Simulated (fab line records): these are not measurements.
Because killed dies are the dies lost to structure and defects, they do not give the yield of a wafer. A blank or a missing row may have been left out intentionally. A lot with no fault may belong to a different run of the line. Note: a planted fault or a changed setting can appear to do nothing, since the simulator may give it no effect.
fab line records + flow n5_finfet
record:
- lots: 9
- wafers: 27
- last_day: 20
route steps=1938 shown SD_EPI_N@277 SD_EPI_P@303 SD_ACTIVATION@332 BEOL_M4@1111 PASSIVATION@1936
lots with no fault: from the same line, run without faults
start_h: hours from the record's first day to the start of the lot's first wafer shown + wait_h: hours elapsed since this lot's preceding step + " identical to the entry in the row above + L1.1+2: a row that stands for several wafers + - either no value or no given start + * or withheld: withheld + < > ~ a bound
route shown NAME@n: names a module that has steps shown in the file, with the first one's number in the route + usual: average and standard deviation across the fault-free wafers + same: alike in all rows + chamber/n: place in a boat + sites: the reading at each site + _std_site: how widely they spread, as a standard deviation + _edge_site: inner sites' mean taken away from outer sites' mean + radius_mm: how far each site lies from the wafer's centre + mask NAME#n: copy n + behind: the tool/chamber that last shaped the wafer + hold: why the lot was held/for how many hours/how that ended + device: the n, p or np transistor that did not switch + end of line: tests run on the same wafers once the route is complete + a step without rows: its recipe alone + killed: not the wafer's yield, but the dies lost to structure and defects at the first sort + map: per-die view of a wafer (x killed, . not killed, _ where there is no die)
set.NAME: the setting that was run; set.NAME@STEP: the one run at that earlier step + model.NAME: the simulator's own value behind a step, which no gauge read
steps of the route over a sample of lots; a table a step, a row a wafer
services: from which hour (start_h, from the record's first day; less than 0 if before it) a tool's chamber was out of use, for how many hours, and why
== steps ==
step: N5_SD_EPI_N_ETCHBACK_44
recipe:
- chemistry: CH3F/O2
- mode: anisotropic_etchback
- target: SiNx
- target_depth_a: 145
- stop_on: SiO2
- over_etch_frac: 0.3
- ion_energy_ev: 120
- pressure_mtorr: 30
- source_w: 395
- bias_w: 73
- Ar_flow_sccm: 150
- CH3F_flow_sccm: 30
- O2_flow_sccm: 20
usual:
- drypump_motor_current_A: 5.6/0.56
- oes_f_703_au: 0.78/0.083
- oes_product_au: 0.67/0.068
- rf_vpp_V: 299/9
- showerhead_plenum_p_Torr: 2.01/0.048
- throttle_valve_pct: 16.19/0.19
| lot.wafer | tool        | chamber | start_h | wait_h | drypump_motor_current_A | oes_f_703_au | oes_product_au | rf_hours_counter_h | rf_vpp_V | showerhead_plenum_p_Torr | throttle_valve_pct |
|-----------|-------------|---------|---------|--------|-------------------------|--------------|----------------|--------------------|----------|--------------------------|--------------------|
| L128.3    | rie_diel-04 | 3       | 50.49   | 0.0    | 6.6                     | 0.77         | 0.64           | 171                | 284      | 2.06                     | 16.08              |
| L128.4    | "           | 2       | "       | "      | 4.9                     | 0.74         | 0.68           | -                  | 308      | 2.02                     | 15.94              |
| L128.6    | "           | 3       | "       | "      | 6.6                     | 0.77         | 0.64           | -                  | 284      | 2.06                     | 16.09              |
| L137.2    | rie_diel-05 | 0       | 105.48  | 0.0    | 5.3                     | 0.78         | 0.69           | 83                 | 299      | 2.02                     | 16.19              |
| L137.3    | "           | 2       | "       | "      | 5.4                     | 0.81         | 0.67           | 118                | 302      | 2.03                     | 16.08              |
| L137.4    | "           | 1       | "       | "      | 6.4                     | 0.89         | 0.77           | 16                 | 288      | 1.97                     | 15.95              |
| L138.2    | rie_diel-04 | 0       | 109.82  | 0.0    | 5.7                     | 0.70         | 0.60           | 209                | 300      | 2.00                     | 16.38              |
| L138.4    | "           | 2       | "       | "      | 4.9                     | 0.72         | 0.66           | 121                | 307      | 2.02                     | 15.97              |
| L138.5    | "           | 3       | "       | "      | 6.6                     | 0.75         | 0.63           | -                  | 282      | 2.06                     | 16.10              |
| L140.3    | rie_diel-01 | 3       | 120.58  | 0.0    | 5.7                     | 0.93         | 0.75           | 43                 | 286      | 1.95                     | 15.89              |
| L140.4    | "           | 2       | "       | "      | 5.2                     | 0.74         | 0.61           | 216                | 297      | 1.91                     | 16.29              |
| L140.5    | "           | 0       | "       | "      | 5.5                     | 0.70         | 0.63           | -                  | 304      | 2.01                     | 16.46              |
| L142.3    | rie_diel-05 | 2       | 132.13  | 0.0    | 5.4                     | 0.80         | 0.67           | 122                | 302      | 2.03                     | 16.10              |
| L142.5    | "           | 1       | "       | "      | 6.4                     | 0.87         | 0.77           | -                  | 287      | 1.97                     | 15.97              |
| L142.6    | "           | 0       | "       | "      | 5.3                     | 0.78         | 0.69           | -                  | 297      | 2.02                     | 16.21              |
| L146.1    | rie_diel-05 | 0       | 158.27  | 0.0    | 5.2                     | 0.76         | 0.67           | 95                 | 299      | 2.02                     | 16.20              |
| L146.4    | "           | 2       | "       | "      | 5.4                     | 0.80         | 0.66           | 130                | 302      | 2.03                     | 16.10              |
| L146.6    | "           | 1       | "       | "      | 6.4                     | 0.87         | 0.76           | -                  | 287      | 1.97                     | 15.95              |
| L148.2    | rie_diel-04 | 2       | 173.60  | 0.0    | 4.9                     | 0.71         | 0.65           | 138                | 308      | 2.01                     | 16.00              |
| L148.3    | "           | 3       | "       | "      | 6.6                     | 0.74         | 0.61           | 205                | 283      | 2.05                     | 16.14              |
| L148.4    | "           | 0       | "       | "      | 5.7                     | 0.70         | 0.59           | 223                | 299      | 2.00                     | 16.41              |
| L150.2    | rie_diel-04 | 3       | 181.60  | 0.0    | 6.5                     | 0.73         | 0.61           | 208                | 283      | 2.05                     | 16.18              |
| L150.3    | "           | 0       | "       | "      | 5.7                     | 0.69         | 0.59           | 226                | 300      | 2.00                     | 16.41              |
| L150.4    | "           | 1       | "       | "      | 6.4                     | 0.87         | 0.75           | 33                 | 308      | 2.04                     | 16.33              |
| L151.1    | rie_diel-01 | 3       | 187.76  | 0.0    | 5.6                     | 0.90         | 0.72           | 59                 | 286      | 1.94                     | 15.92              |
| L151.2    | "           | 0       | "       | "      | 5.5                     | 0.69         | 0.61           | 191                | 304      | 2.00                     | 16.49              |
| L151.4    | "           | 2       | "       | "      | 5.3                     | 0.72         | 0.60           | 232                | 298      | 1.91                     | 16.32              |
step: N5_SD_EPI_P_CD_MEAS_09
recipe:
- target_cd_nm: 240
- landing_energy_ev: 500
- detector: se_inlens
usual:
- cd_nm: 239.9/1.1
| lot.wafer | tool      | chamber | start_h | wait_h | cd_nm |
|-----------|-----------|---------|---------|--------|-------|
| L128.3    | cd_sem-03 | 0       | 54.42   | -      | 240.3 |
| L128.4    | "         | 0       | "       | "      | 239.4 |
| L128.6    | "         | 0       | "       | "      | 238.5 |
| L137.2    | cd_sem-01 | 0       | 109.41  | -      | 241.1 |
| L137.3    | "         | 0       | "       | "      | 241.0 |
| L137.4    | "         | 0       | "       | "      | 240.6 |
| L138.2    | cd_sem-01 | 0       | 114.48  | -      | 240.1 |
| L138.4    | "         | 0       | "       | "      | 240.6 |
| L138.5    | "         | 0       | "       | "      | 239.3 |
| L140.3    | cd_sem-02 | 0       | 126.32  | -      | 241.2 |
| L140.4    | "         | 0       | "       | "      | 239.4 |
| L140.5    | "         | 0       | "       | "      | 239.7 |
| L142.3    | cd_sem-02 | 0       | 136.12  | -      | 238.9 |
| L142.5    | "         | 0       | "       | "      | 239.4 |
| L142.6    | "         | 0       | "       | "      | 239.8 |
| L146.1    | cd_sem-03 | 0       | 162.33  | -      | 240.8 |
| L146.4    | "         | 0       | "       | "      | 240.5 |
| L146.6    | "         | 0       | "       | "      | 240.5 |
| L148.2    | cd_sem-01 | 0       | 178.30  | -      | 239.9 |
| L148.3    | "         | 0       | "       | "      | 238.8 |
| L148.4    | "         | 0       | "       | "      | 239.9 |
| L150.2    | cd_sem-01 | 0       | 185.56  | -      | 240.1 |
| L150.3    | "         | 0       | "       | "      | 239.2 |
| L150.4    | "         | 0       | "       | "      | 238.9 |
| L151.1    | cd_sem-01 | 0       | 191.69  | -      | 238.6 |
| L151.2    | "         | 0       | "       | "      | 239.6 |
| L151.4    | "         | 0       | "       | "      | 238.3 |
step: N5_SD_EPI_P_STRIP_40
recipe:
- chemistry: N2/H2
- power_w: 1000
- temp_c: 250
- h2_frac: 0.65
- overash_fraction: 0.3
- pressure_mtorr: withheld
- n2_flow_sccm: 1750
- h2_flow_sccm: 3250
usual:
- drypump_motor_current_A: 5.61/0.2
- heater_power_w: 318/32
- oes_product_au: 0.762/0.011
| lot.wafer | tool            | chamber | start_h | wait_h | drypump_motor_current_A | heater_power_w | oes_product_au | rf_hours_counter_h |
|-----------|-----------------|---------|---------|--------|-------------------------|----------------|----------------|--------------------|
| L128.3    | plasma_asher-01 | 1       | 55.35   | 0.0    | 5.55                    | 380            | 0.772          | -                  |
| L128.4    | "               | 0       | "       | "      | 5.34                    | 277            | 0.759          | -                  |
| L128.6    | "               | 1       | "       | "      | 5.54                    | 364            | 0.765          | -                  |
| L137.2    | plasma_asher-02 | 0       | 110.33  | 0.0    | 5.61                    | 317            | 0.759          | 43                 |
| L137.3    | "               | 1       | "       | "      | 5.83                    | 303            | 0.762          | -                  |
| L137.4    | "               | 0       | "       | "      | 5.65                    | 318            | 0.755          | -                  |
| L138.2    | plasma_asher-01 | 0       | 115.40  | 0.0    | 5.28                    | 275            | 0.756          | 101                |
| L138.4    | "               | 1       | "       | "      | 5.53                    | 381            | 0.765          | -                  |
| L138.5    | "               | 0       | "       | "      | 5.28                    | 276            | 0.754          | -                  |
| L140.3    | plasma_asher-01 | 1       | 127.26  | 0.0    | 5.55                    | 375            | 0.761          | -                  |
| L140.4    | "               | 0       | "       | "      | 5.32                    | 278            | 0.790          | -                  |
| L140.5    | "               | 1       | "       | "      | 5.54                    | 382            | 0.738          | -                  |
| L142.3    | plasma_asher-02 | 0       | 137.06  | 0.0    | 5.66                    | 316            | 0.749          | -                  |
| L142.5    | "               | 0       | "       | "      | 5.63                    | 313            | 0.741          | -                  |
| L142.6    | "               | 1       | "       | "      | 5.86                    | 302            | 0.773          | -                  |
| L146.1    | plasma_asher-02 | 0       | 163.25  | 0.0    | 5.65                    | 312            | 0.761          | 50                 |
| L146.4    | "               | 0       | "       | "      | 5.61                    | 310            | 0.754          | -                  |
| L146.6    | "               | 1       | "       | "      | 5.84                    | 318            | 0.764          | -                  |
| L148.2    | plasma_asher-02 | 0       | 179.25  | 0.0    | 5.66                    | 317            | 0.764          | 54                 |
| L148.3    | "               | 0       | "       | "      | 5.67                    | 314            | 0.755          | -                  |
| L148.4    | "               | 1       | "       | "      | 5.85                    | 310            | 0.748          | -                  |
| L150.2    | plasma_asher-01 | 0       | 186.48  | 0.0    | 5.27                    | 288            | 0.731          | 116                |
| L150.3    | "               | 0       | "       | "      | 5.27                    | 273            | 0.755          | -                  |
| L150.4    | "               | 1       | "       | "      | 5.51                    | 379            | 0.768          | -                  |
| L151.1    | plasma_asher-02 | 0       | 192.94  | 0.0    | 5.69                    | 320            | 0.759          | 56                 |
| L151.2    | "               | 1       | "       | "      | 5.85                    | 310            | 0.763          | 56                 |
| L151.4    | "               | 0       | "       | "      | 5.69                    | 306            | 0.767          | -                  |
step: N5_SD_EPI_P_EPI_21
recipe:
- material: SiGe:B
- dopant: B
- temp_c: 550
- pressure_torr: 20
- ambient: H2
- time_s: 355
usual:
- chamber_pressure_Torr: 19.99/0.046
same:
- epi_growth_time_s: 355
| lot.wafer | tool         | chamber | start_h | wait_h | chamber_pressure_Torr |
|-----------|--------------|---------|---------|--------|-----------------------|
| L128.3    | epi_rpcvd-02 | 0       | 56.93   | 1.1    | 20.01                 |
| L128.4    | "            | 0       | "       | "      | 19.99                 |
| L128.6    | "            | 0       | "       | "      | 19.96                 |
| L137.2    | epi_rpcvd-01 | 0       | 111.20  | 0.5    | 19.92                 |
| L137.3    | "            | 0       | "       | "      | 19.98                 |
| L137.4    | "            | 0       | "       | "      | 19.98                 |
| L138.2    | epi_rpcvd-02 | 0       | 116.52  | 0.6    | 20.09                 |
| L138.4    | "            | 0       | "       | "      | 20.04                 |
| L138.5    | "            | 0       | "       | "      | 20.07                 |
| L140.3    | epi_rpcvd-02 | 0       | 128.47  | 0.8    | 15.69                 |
| L140.4    | "            | 0       | "       | "      | 15.68                 |
| L140.5    | "            | 0       | "       | "      | 15.68                 |
| L142.3    | epi_rpcvd-02 | 0       | 138.28  | 0.8    | 15.73                 |
| L142.5    | "            | 0       | "       | "      | 15.71                 |
| L142.6    | "            | 0       | "       | "      | 15.73                 |
| L146.1    | epi_rpcvd-01 | 0       | 163.89  | 0.2    | 20.05                 |
| L146.4    | "            | 0       | 165.33  | 1.5    | 19.96                 |
| L146.6    | "            | 0       | "       | "      | 19.90                 |
| L148.2    | epi_rpcvd-03 | 0       | 180.13  | 0.5    | 19.98                 |
| L148.3    | "            | 0       | "       | "      | 19.89                 |
| L148.4    | "            | 0       | "       | "      | 19.91                 |
| L150.2    | epi_rpcvd-03 | 0       | 187.35  | 0.5    | 19.94                 |
| L150.3    | "            | 0       | "       | "      | 20.00                 |
| L150.4    | "            | 0       | "       | "      | 20.06                 |
| L151.1    | epi_rpcvd-01 | 0       | 193.45  | 0.1    | 19.95                 |
| L151.2    | "            | 0       | "       | "      | 19.94                 |
| L151.4    | "            | 0       | "       | "      | 19.98                 |
step: N5_SD_EPI_P_EPI_MEAS_23
recipe:
- mode: xrd
usual:
- thk_nm: 61.0/1.6
| lot.wafer | tool          | chamber | start_h | wait_h | thk_nm |
|-----------|---------------|---------|---------|--------|--------|
| L128.3    | film_metro-02 | -       | 58.89   | 1.5    | 63.1   |
| L128.4    | "             | -       | "       | "      | 60.6   |
| L128.6    | "             | -       | "       | "      | 64.0   |
| L137.2    | film_metro-02 | -       | 113.04  | 1.5    | 59.5   |
| L137.3    | "             | -       | "       | "      | 59.4   |
| L137.4    | "             | -       | "       | "      | 59.3   |
| L138.2    | film_metro-01 | -       | 118.96  | 2.0    | 59.5   |
| L138.4    | "             | -       | "       | "      | 59.3   |
| L138.5    | "             | -       | "       | "      | 59.6   |
| L140.3    | film_metro-01 | -       | 129.95  | 1.1    | 55.5   |
| L140.4    | "             | -       | "       | "      | 58.5   |
| L140.5    | "             | -       | "       | "      | 57.6   |
| L142.3    | film_metro-01 | -       | 139.76  | 1.1    | 56.3   |
| L142.5    | "             | -       | "       | "      | 56.7   |
| L142.6    | "             | -       | "       | "      | 56.1   |
| L146.1    | film_metro-01 | -       | 166.80  | 2.4    | 61.1   |
| L146.4    | "             | -       | "       | "      | 61.3   |
| L146.6    | "             | -       | "       | "      | 61.1   |
| L148.2    | film_metro-01 | -       | 181.97  | 1.5    | 61.5   |
| L148.3    | "             | -       | "       | "      | 62.4   |
| L148.4    | "             | -       | "       | "      | 57.9   |
| L150.2    | film_metro-02 | -       | 189.19  | 1.5    | 61.7   |
| L150.3    | "             | -       | "       | "      | 61.0   |
| L150.4    | "             | -       | "       | "      | 62.1   |
| L151.1    | film_metro-01 | -       | 195.65  | 1.8    | 60.9   |
| L151.2    | "             | -       | "       | "      | 62.7   |
| L151.4    | "             | -       | "       | "      | 61.4   |
step: N5_SD_ACTIVATION_RS_MEAS_03
recipe:
- thk_meas_gauge: four-point-probe
usual:
- RS_SD_N: 21.90/0.25
- RS_SD_P: 56.2/1.1
| lot.wafer | tool          | chamber | start_h | wait_h | RS_SD_N[ohm/sq] | RS_SD_P[ohm/sq] |
|-----------|---------------|---------|---------|--------|-----------------|-----------------|
| L128.3    | film_metro-02 | -       | 59.54   | 0.2    | 21.85           | 56.0            |
| L128.4    | "             | -       | "       | "      | 21.77           | 56.1            |
| L128.6    | "             | -       | "       | "      | 21.52           | 55.8            |
| L137.2    | film_metro-01 | -       | 113.66  | 0.2    | 21.65           | 58.0            |
| L137.3    | "             | -       | "       | "      | 21.71           | 58.4            |
| L137.4    | "             | -       | "       | "      | 21.80           | 58.7            |
| L138.2    | film_metro-02 | -       | 119.58  | 0.2    | 21.99           | 55.7            |
| L138.4    | "             | -       | "       | "      | 22.07           | 55.9            |
| L138.5    | "             | -       | "       | "      | 22.14           | 56.5            |
| L140.3    | film_metro-01 | -       | 130.61  | 0.2    | 21.96           | 65.4            |
| L140.4    | "             | -       | "       | "      | 22.12           | 64.0            |
| L140.5    | "             | -       | "       | "      | 21.93           | 65.2            |
| L142.3    | film_metro-01 | -       | 140.40  | 0.2    | 21.95           | 62.9            |
| L142.5    | "             | -       | "       | "      | 22.11           | 64.1            |
| L142.6    | "             | -       | "       | "      | 22.10           | 63.0            |
| L146.1    | film_metro-01 | -       | 167.59  | 0.2    | 22.03           | 55.4            |
| L146.4    | "             | -       | "       | "      | 22.29           | 56.3            |
| L146.6    | "             | -       | "       | "      | 22.29           | 55.7            |
| L148.2    | film_metro-02 | -       | 182.68  | 0.2    | 21.86           | 56.2            |
| L148.3    | "             | -       | "       | "      | 21.69           | 56.5            |
| L148.4    | "             | -       | "       | "      | 21.61           | 56.9            |
| L150.2    | film_metro-01 | -       | 189.81  | 0.2    | 21.64           | 55.1            |
| L150.3    | "             | -       | "       | "      | 21.65           | 55.6            |
| L150.4    | "             | -       | "       | "      | 22.01           | 55.9            |
| L151.1    | film_metro-02 | -       | 196.46  | 0.2    | 22.09           | 56.8            |
| L151.2    | "             | -       | "       | "      | 22.73           | 57.1            |
| L151.4    | "             | -       | "       | "      | 22.62           | 56.0            |
step: N5_BEOL_M4_RC_MEAS_101
usual:
- DIBL_N: 37.1/2.6
- DIBL_P: 38/3
- IOFF_N: 0.18/0.052
- IOFF_P: 0.25/0.06
- ION_N: 678/15
- ION_P: 467/8.6
- RS_SD_P: 66.1/1.3
- SS_N: 71.7/0.73
- SS_P: 73.7/0.89
- VT_N: 249/4.3
- VT_P: -248/3.8
| lot.wafer | tool      | chamber | start_h | wait_h | DIBL_N[mV/V] | DIBL_P[mV/V] | IOFF_N[nA/um] | IOFF_P[nA/um] | ION_N[uA/um] | ION_P[uA/um] | RS_SD_P[ohm/sq] | SS_N[mV/dec] | SS_P[mV/dec] | VT_N[mV] | VT_P[mV] |
|-----------|-----------|---------|---------|--------|--------------|--------------|---------------|---------------|--------------|--------------|-----------------|--------------|--------------|----------|----------|
| L128.3    | prober-01 | 0       | 231.10  | 0.3    | 33.4         | 34           | 0.13          | 0.20          | 648          | 455          | 65.5            | 72.0         | 72.2         | 254      | -247     |
| L128.4    | "         | 0       | "       | "      | 32.1         | 32           | 0.12          | 0.16          | 659          | 458          | 66.2            | 70.9         | 71.6         | 253      | -252     |
| L128.6    | "         | 0       | "       | "      | 32.3         | 33           | 0.10          | 0.17          | 648          | 454          | 66.2            | 70.4         | 71.5         | 260      | -251     |
| L137.2    | prober-01 | 0       | 283.45  | 0.2    | 39.6         | 41           | 0.20          | 0.31          | 679          | 463          | 67.9            | 72.1         | 75.1         | 250      | -246     |
| L137.3    | "         | 0       | "       | "      | 37.3         | 38           | 0.16          | 0.21          | 690          | 469          | 69.4            | 71.5         | 73.7         | 252      | -249     |
| L137.4    | "         | 0       | "       | "      | 39.5         | 40           | 0.21          | 0.27          | 693          | 471          | 68.9            | 72.2         | 73.5         | 245      | -247     |
| L140.3    | prober-02 | 0       | 300.52  | 0.3    | 36.7         | 38           | 0.18          | 0.21          | 675          | 456          | 75.4            | 71.2         | 73.0         | 246      | -253     |
| L140.4    | "         | 0       | "       | "      | 35.2         | 37           | 0.16          | 0.20          | 693          | 463          | 74.5            | 70.9         | 74.0         | 249      | -251     |
| L140.5    | "         | 0       | "       | "      | 37.4         | 39           | 0.19          | 0.22          | 671          | 448          | 75.8            | 71.9         | 74.1         | 248      | -253     |
| L138.2    | prober-02 | 0       | 312.80  | 0.2    | 35.7         | 36           | 0.15          | 0.21          | 657          | 456          | 65.2            | 70.7         | 73.2         | 250      | -249     |
| L138.4    | "         | 0       | "       | "      | 35.8         | 39           | 0.15          | 0.27          | 663          | 469          | 66.0            | 71.8         | 73.0         | 251      | -248     |
| L138.5    | "         | 0       | "       | "      | 34.1         | 35           | 0.13          | 0.20          | 658          | 461          | 66.3            | 71.4         | 72.5         | 253      | -252     |
| L142.3    | prober-02 | 0       | 316.35  | 0.3    | 38.4         | 39           | 0.22          | 0.24          | 711          | 467          | 73.4            | 72.2         | 73.6         | 246      | -252     |
| L142.5    | "         | 0       | "       | "      | 38.2         | 39           | 0.21          | 0.21          | 687          | 452          | 74.4            | 71.8         | 73.7         | 247      | -254     |
| L142.6    | "         | 0       | "       | "      | 38.4         | 41           | 0.22          | 0.26          | 685          | 459          | 74.1            | 72.6         | 74.3         | 246      | -250     |
| L148.2    | prober-02 | 0       | 351.22  | 0.2    | 38.0         | 38           | 0.18          | 0.25          | 675          | 464          | 66.8            | 72.1         | 73.6         | 250      | -248     |
| L148.3    | "         | 0       | "       | "      | 33.1         | 34           | 0.10          | 0.17          | 655          | 458          | 66.4            | 70.9         | 73.0         | 258      | -255     |
| L148.4    | "         | 0       | "       | "      | 35.1         | 35           | 0.13          | 0.18          | 666          | 455          | 67.6            | 71.4         | 73.5         | 253      | -253     |
| L146.1    | prober-01 | 0       | 351.78  | 0.7    | 32.3         | 34           | 0.11          | 0.17          | 661          | 452          | 65.6            | 70.5         | 71.0         | 253      | -252     |
| L146.4    | "         | 0       | "       | "      | 36.0         | 38           | 0.17          | 0.25          | 662          | 461          | 66.1            | 72.2         | 74.0         | 247      | -248     |
| L146.6    | "         | 0       | "       | "      | 32.8         | 34           | 0.12          | 0.18          | 671          | 469          | 65.6            | 70.6         | 71.9         | 254      | -252     |
| L150.2    | prober-02 | 0       | 367.82  | 0.2    | 36.5         | 39           | 0.19          | 0.26          | 704          | 484          | 65.0            | 71.2         | 74.6         | 244      | -243     |
| L150.3    | "         | 0       | "       | "      | 37.0         | 39           | 0.19          | 0.26          | 674          | 462          | 65.6            | 72.0         | 73.8         | 248      | -248     |
| L150.4    | "         | 0       | "       | "      | 38.3         | 41           | 0.23          | 0.30          | 700          | 477          | 65.6            | 71.3         | 74.7         | 245      | -248     |
| L151.1    | prober-02 | 0       | 375.35  | 0.0    | 39.7         | 42           | 0.26          | 0.32          | 694          | 474          | 66.3            | 72.8         | 75.2         | 241      | -245     |
| L151.2    | "         | 0       | "       | "      | 40.2         | 42           | 0.25          | 0.33          | 682          | 475          | 66.1            | 72.6         | 74.5         | 246      | -245     |
| L151.4    | "         | 0       | "       | "      | 38.0         | 39           | 0.22          | 0.26          | 681          | 466          | 66.6            | 72.4         | 74.2         | 245      | -246     |
step: N5_PASSIVATION_PROBE_49
usual:
- defect_limited_yield: 91.4/1.4
- killed_at_M0_to_M3: 34/9.1
- killed_at_M4_up: 14/5.2
- killed_at_contacts: 12/6.4
- killed_at_front_end: 38/11
- killed_at_other: 3.7/2.8
- killed_dies: 102/17
- killed_open: 68/13
- killed_short: 32/7.8
- sort_bin_5_function: 5.1/1
- sort_bin_6_memory: 3.2/0.66
- sort_n_pass: 1076/19
- sort_yield_pct: 91.2/1.6
same:
- gross_dies: 1180
- killed_at_back_side: 0
- sort_bin_4_leakage[%]: 0
- sort_bin_8_speed[%]: 0
| lot.wafer | tool      | chamber | start_h | wait_h | defect_limited_yield[%] | killed_at_M0_to_M3 | killed_at_M4_up | killed_at_contacts | killed_at_front_end | killed_at_other | killed_dies | killed_open | killed_short | sort_bin_5_function[%] | sort_bin_6_memory[%] | sort_n_pass | sort_yield_pct[%] |
|-----------|-----------|---------|---------|--------|-------------------------|--------------------|-----------------|--------------------|---------------------|-----------------|-------------|-------------|--------------|------------------------|----------------------|-------------|-------------------|
| L148.2    | prober-02 | -       | 456.19  | 0.1    | 90.0                    | 42                 | 11              | 13                 | 48                  | 4               | 118         | 75          | 42           | 5.2                    | 4.1                  | 1062        | 90.0              |
| L148.3    | prober-02 | -       | 456.24  | 0.1    | 91.4                    | 29                 | 25              | 8                  | 36                  | 3               | 101         | 68          | 31           | 4.3                    | 3.6                  | 1079        | 91.4              |
| L148.4    | prober-02 | -       | 456.29  | 0.2    | 87.7                    | 39                 | 14              | 6                  | 80                  | 6               | 145         | 98          | 43           | 7.4                    | 4.4                  | 1035        | 87.7              |
killed by level:class
L148.2 FIN_SAQP:geometric_particle:open=14 MOL_CONTACT_COAG:geometric_particle:open=13 BEOL_M0_SAQP:geometric_particle:short=12 BEOL_M3:geometric_particle:open=10 FIN_SAQP:geometric_particle:short=8 BEOL_M2:geometric_particle:open=6 STARTING-WAFER:geometric_particle:open=6 ILD0:geometric_particle:open=5
L148.3 BEOL_M4:geometric_particle:open=15 FIN_SAQP:geometric_particle:short=11 BEOL_M2:geometric_particle:open=9 MOL_CONTACT_COAG:geometric_particle:open=8 FIN_SAQP:geometric_particle:open=7 BEOL_M3:geometric_particle:open=7 STI_FIN_REVEAL:geometric_particle:open=5 BEOL_M0:geometric_particle:open=5
L148.4 FIN_SAQP:geometric_particle:open=28 FIN_SAQP:geometric_particle:short=15 BEOL_M2:geometric_particle:open=15 STI_FIN_REVEAL:geometric_particle:open=12 BEOL_M0:geometric_particle:open=6 BEOL_M3:geometric_particle:open=6 GATE_CUT:geometric_particle:short=4 MOL_CONTACT_COAG:geometric_particle:open=4
== services ==
| tool            | chamber | start_h | hours | kind                          |
|-----------------|---------|---------|-------|-------------------------------|
| rie_diel-05     | 2       | 27.33   | 21.1  | repair                        |
| rie_diel-05     | 1       | 30.14   | 9.1   | repair                        |
| epi_rpcvd-02    | -       | 33.81   | 1.6   | repair                        |
| rie_diel-04     | 1       | 39.67   | -     | clean                         |
| rie_diel-04     | 1       | 39.67   | -     | consumable_replace:focus_ring |
| rie_diel-04     | 1       | 39.67   | 17.4  | scheduled_down                |
| rie_diel-04     | 1       | 39.67   | 17.4  | vent_cycle                    |
| rie_diel-05     | -       | 48.53   | 14.6  | pm                            |
| epi_rpcvd-01    | -       | 62.94   | 6.0   | pm                            |
| epi_rpcvd-01    | -       | 68.94   | 2.8   | pm                            |
| epi_rpcvd-03    | -       | 87.00   | 6.0   | pm                            |
| rie_diel-05     | 3       | 105.73  | -     | clean                         |
| rie_diel-05     | 3       | 105.73  | -     | consumable_replace:focus_ring |
| rie_diel-05     | 3       | 105.73  | 15.2  | scheduled_down                |
| plasma_asher-01 | -       | 106.04  | 2.8   | pm                            |
| rie_diel-01     | 1       | 110.94  | 3.2   | repair                        |
| plasma_asher-02 | -       | 115.22  | 13.2  | repair                        |
| rie_diel-01     | -       | 123.84  | 1.0   | repair                        |
| rie_diel-04     | 0       | 130.04  | 8.7   | repair                        |
| rie_diel-01     | -       | 147.93  | 0.5   | repair                        |
| epi_rpcvd-02    | -       | 169.33  | 2.0   | repair                        |
| rie_diel-05     | -       | 177.06  | 2.8   | pm                            |
| rie_diel-05     | -       | 188.93  | 0.2   | repair                        |
| epi_rpcvd-02    | -       | 191.15  | 6.0   | pm                            |
== key ==
first_sign:
- step: N5_SD_EPI_P_EPI_21
- reading: chamber_pressure_Torr
- direction: down
- sigmas: 93
- usual: 19.99
- struck: 15.70
effect:
- step: N5_SD_EPI_P_EPI_MEAS_23
- reading: thk_nm
- direction: down
- sigmas: 2.7
- usual: *
- struck: *
effect:
- step: N5_SD_ACTIVATION_RS_MEAS_03
- reading: RS_SD_P
- direction: up
- sigmas: 7.2
- usual: 56.2
- struck: 64.1
effect:
- step: N5_BEOL_M4_RC_MEAS_101
- reading: RS_SD_P
- direction: up
- sigmas: 6.6
- usual: 66.1
- struck: 74.6
met_at N5_SD_EPI_P_EPI_21
struck_lots L140,L142
not_acting_at N5_SD_EPI_N_ETCHBACK_44,N5_SD_EPI_P_CD_MEAS_09,N5_SD_EPI_P_STRIP_40
onset_between 116.52 128.47
fault:
- kind: process_parameter_drift
- tool: epi_rpcvd-02
- chamber: -
- onset_h: 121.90
- steps: N5_SD_EPI_P_EPI_21
- channel: pressure_torr
- offset: -4.2715
- shape: step
- end_h: 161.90
- acts_in: these_recipes_only
- stated: 20
